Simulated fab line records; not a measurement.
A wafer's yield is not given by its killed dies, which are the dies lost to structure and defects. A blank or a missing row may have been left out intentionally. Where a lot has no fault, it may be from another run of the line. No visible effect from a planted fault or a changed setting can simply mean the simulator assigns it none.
Split-lot experiment + flow n5 finfet + 21 wafers read from 7 lots, route of 1938 steps

== ABOUT THE SPLIT ==
At N5_BEOL_M9_ETCH_62 (etches SOC in N2/H2, target depth 110 nm, overetch 22 nm, time 165 s), the setting source w was moved away from the recipe's 840 W on 8 of the 21 wafers read, by -10.9% to +10.5%. For the rest of the wafers, this setting stayed at what the recipe calls for.

The split's own step is where the reading is taken.

== THE READING ==
rf vpp V, in V, at N5_BEOL_M9_ETCH_62 (etches SOC in N2/H2, target depth 110 nm, overetch 22 nm, time 165 s). Typical for fault-free wafers on this fab line: 522.8 V, with standard deviation 2.9 V.

| wafer  | tool, chamber at the split | source w as run, W | against the recipe | rf vpp V, V | against lot-mates on the recipe |
|--------|----------------------------|--------------------|--------------------|-------------|---------------------------------|
| L077.4 | rie diel-01, 0             | 762.2              | -9.3%              | 535.6       | +12.6                           |
| L077.5 | rie diel-01, 1             | 762.2              | -9.3%              | 543.9       | +20.9                           |
| L077.6 | rie diel-01, 2             | 840                | recipe             | 523.0       | -                               |
| L076.1 | rie diel-01, 3             | 840                | recipe             | 520.9       | -                               |
| L076.4 | rie diel-01, 1             | 840                | recipe             | 525.6       | -                               |
| L076.6 | rie diel-01, 2             | 840                | recipe             | 524.7       | -                               |
| L078.1 | rie diel-02, 3             | 840                | recipe             | 523.9       | -                               |
| L078.3 | rie diel-02, 2             | 840                | recipe             | 520.2       | -                               |
| L078.5 | rie diel-02, 3             | 840                | recipe             | 522.8       | -                               |
| L083.2 | rie diel-02, 0             | 800.9              | -4.7%              | 535.5       | +10.8                           |
| L083.4 | rie diel-02, 2             | 840                | recipe             | 520.4       | -                               |
| L083.6 | rie diel-02, 0             | 840                | recipe             | 529.0       | -                               |
| L089.2 | rie diel-06, 1             | 928.1              | +10.5%             | 502.7       | no lot-mate on the recipe       |
| L089.4 | rie diel-06, 2             | 928.1              | +10.5%             | 502.7       | no lot-mate on the recipe       |
| L089.6 | rie diel-06, 1             | 928.1              | +10.5%             | 502.4       | no lot-mate on the recipe       |
| L090.1 | rie diel-02, 0             | 748.7              | -10.9%             | 547.2       | +25.9                           |
| L090.3 | rie diel-02, 3             | 748.7              | -10.9%             | 543.8       | +22.5                           |
| L090.5 | rie diel-02, 2             | 840                | recipe             | 521.3       | -                               |
| L096.2 | rie diel-02, 2             | 840                | recipe             | 520.9       | -                               |
| L096.5 | rie diel-02, 0             | 840                | recipe             | 527.6       | -                               |
| L096.6 | rie diel-02, 1             | 840                | recipe             | 521.0       | -                               |

FIT RESULTS
A straight line over all 21 wafers: rf vpp V changes by -1.97 V for each +1% of source w; r = -0.97; the points scatter about the line by 2.9 V.
The same after taking each lot's own level away (the mean of its wafers on the recipe; 18 wafers): -2.06 V for each +1%; r = -0.95; scatter 3 V.
The reading moves by 22 V for the largest change in source w, on that fit.
The lots' own levels span 521.30 to 524.70 V, that is 1.2 times the standard deviation above.
Hence the lot-to-lot level has little effect on the slope; both slopes agree.
Check: with one of the wafers moved furthest among these (-10.9%) left out of the fit, the line predicts +21.1 V for it against its lot-mates. Against them it came out at +25.9 V.
Tool readings at the split's step, against how far the setting was moved: rf vpp V r = -0.97.

== ADDITIONAL SPLITS CARRIED BY THESE WAFERS ==
These wafers also went through other splits before the reading. Each is held against what the fit with the lots' levels taken away leaves over:
| other split on the same wafers    | wafers away from the commonest value | r with rf vpp V (lot level and that fit taken away) |
|-----------------------------------|--------------------------------------|-----------------------------------------------------|
| N5_BEOL_M5_COAT_74 spin rpm       | 10                                   | -0.04                                               |
| N5_BEOL_M5_DEP_56 time s          | 8                                    | +0.17                                               |
| N5_BEOL_M6_HM_DEP_02 target thk a | 7                                    | -0.05                                               |
| N5_BEOL_M7_PECVD_70 temp c        | 7                                    | -0.20                                               |
| N5_BEOL_M7_HM_DEP_02 target thk a | 5                                    | -0.11                                               |
| N5_BEOL_M8_DESCUM_16 time s       | 11                                   | +0.11                                               |
| N5_BEOL_M8_ETCH_62 source w       | 7                                    | -0.08                                               |

== THE FILE'S OWN FIT ==
rf vpp V changes by -2.07 V for each +1% of source w, r = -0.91.
